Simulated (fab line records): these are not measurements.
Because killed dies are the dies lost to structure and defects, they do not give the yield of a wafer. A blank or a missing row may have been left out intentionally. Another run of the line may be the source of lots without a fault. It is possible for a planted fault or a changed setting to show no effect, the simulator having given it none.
Matching of chambers | flow nandHarc | 4 sister chambers for NHARC_A_CHANNEL_FILL_D1_ETCHBACK_20 on rieDiel-04
The step etches the open film in C4F8/O2/Ar, target depth 27 nm, time 13.5 s. 4 wafers are shown with their chamber, then 10 later ones without.

## WAFERS PAIRED WITH THEIR CHAMBERS
wafer  | chamber | rfVppV (V)
L086.3 | 1       | 982
L086.5 | 2       | 985
L092.1 | 0       | 971
L092.5 | 3       | 978

## WAFERS WHOSE CHAMBER IS MISSING
wafer  | rfVppV (V)
L092.6 | 970
L093.1 | 970
L093.3 | 980
L093.5 | 971
L095.1 | 969
L095.2 | 984
L095.5 | 985
L096.1 | 980
L096.2 | 984
L096.3 | 980

## EACH ONE'S CHAMBER
wafer  | from the rows above     | in truth
L092.6 | 0                       | 0
L093.1 | 0                       | 0
L093.3 | can't be placed: 1 or 3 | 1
L093.5 | 0                       | 0
L095.1 | 0                       | 0
L095.2 | can't be placed: 2 or 1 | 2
L095.5 | 2                       | 2
L096.1 | can't be placed: 1 or 3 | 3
L096.2 | can't be placed: 2 or 1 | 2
L096.3 | can't be placed: 1 or 3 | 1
Correctly placed: 5 of 10. Not placeable from these rows: 5 (in 5, the candidates include the true chamber). Number placed wrongly: 0.
How it was worked out, from the rows above alone: a wafer's distance from a chamber is the root of the sum, over the readings, of the square of ((its reading less the chamber's mean) divided by the reading's scatter). The wafer belongs to the nearest chamber; if the next one is less than 2 further off, it can't be placed. The mean given for a chamber averages the wafers shown for that chamber. The scatter (one wafer shown for each chamber): square how far every hidden wafer sits from the nearest shown wafer, average those squares and take the square root.
